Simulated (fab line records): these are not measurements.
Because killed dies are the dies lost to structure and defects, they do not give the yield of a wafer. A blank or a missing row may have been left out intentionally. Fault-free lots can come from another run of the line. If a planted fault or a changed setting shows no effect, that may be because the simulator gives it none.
Comparing a struck lot with a sound one    flow nandHarc    13 steps out of a route of 1302
Sound: these wafers, L406.2, L406.5, L406.6. Struck: wafer L418.5 (left out: L418.3, a lot-mate that was not struck); the cause follows at the end.
Per side, at each step with rows, come the tool, then ch with its chambers, and then its first start. Under that, the readings that differ: sound wafers    struck wafers    difference of the means    sigmas: that difference in standard deviations of wafers without a fault.
alike: readings whose means differ by less than 2 such deviations, and words and numbers that are the same on both sides. not compared: withheld readings, readings that some wafer has no value for, bounds like >300 that may hide the same value, and numbers for which the record gives no deviation and whose values overlap.
Wherever a step has rows on one side only, a row that says differs or no value, or a row with sigmas, the two part there. Numbers that have no deviation but don't overlap get no sigmas and don't part them. A reading that every wafer of one side lacks parts them only if that side has two wafers or more.

first, 9 steps without rows for these wafers: NHARC_A_STAIRCASE_DEHYDRATE_01 (time 120 s); NHARC_A_STAIRCASE_HMDS_02 (time 30 s); NHARC_A_STAIRCASE_COAT_03; NHARC_A_STAIRCASE_SOFTBAKE_04 (time 170 s); NHARC_A_STAIRCASE_EBR_05; NHARC_A_STAIRCASE_EXPOSE_06 (exposes mask STAIR); NHARC_A_STAIRCASE_PEB_07 (peb time 130 s); NHARC_A_STAIRCASE_DEVELOP_08 (time 140 s); NHARC_A_STAIRCASE_HARDBAKE_10 (time 140 s).
NHARC_A_STAIRCASE_DESCUM_11: chemistry O2, time 3 s.
  sound on rieDiel-03 ch 0,1,2, day 16 18:47; struck on rieDiel-12 ch 2, day 21 08:02
  alike: drypumpMotorCurrentA, o2FlowSccm, oesProductAu, rfVppV, showerheadPlenumPTorr, throttleValvePct
  not compared: rfHoursCounterH
NHARC_A_STAIRCASE_TRIM_12: chemistry O2, time 211.2 s.
  sound on rieDiel-03 ch 0,1,2, day 16 18:53; struck on rieDiel-12 ch 3, day 21 08:09
reading              sound              struck  difference  sigmas
oesProductAu (a.u.)  1.004 0.999 1.004  0.984   -0.018      -3
  alike: drypumpMotorCurrentA, o2FlowSccm, rfVppV, showerheadPlenumPTorr, throttleValvePct
  not compared: rfHoursCounterH
NHARC_A_STAIRCASE_ETCH_13: etches the open film in C4F8/O2, target depth 100 nm, time 40.5 s.
  sound on rieDiel-03 ch 0,1,3, day 16 19:02; struck on rieDiel-12 ch 1, day 21 08:16
reading              sound              struck  difference  sigmas
oesProductAu (a.u.)  0.962 0.955 0.942  1.078   +0.125      +10
  alike: rfVppV
  not compared: rfHoursCounterH
NHARC_A_STAIRCASE_TRIM_14: chemistry O2, time 211.2 s.
  sound: rieDiel-03 ch 0,1; struck: rieDiel-12 ch 1
  alike: drypumpMotorCurrentA, o2FlowSccm, oesProductAu, rfVppV, showerheadPlenumPTorr, throttleValvePct
  not compared: rfHoursCounterH

## WHERE THEY PART
Earliest at NHARC_A_STAIRCASE_TRIM_12; latest, in this record, at NHARC_A_STAIRCASE_ETCH_13. Later steps at which nothing parts them and some readings are alike: NHARC_A_STAIRCASE_TRIM_14.

WHY: the cause the simulator had injected
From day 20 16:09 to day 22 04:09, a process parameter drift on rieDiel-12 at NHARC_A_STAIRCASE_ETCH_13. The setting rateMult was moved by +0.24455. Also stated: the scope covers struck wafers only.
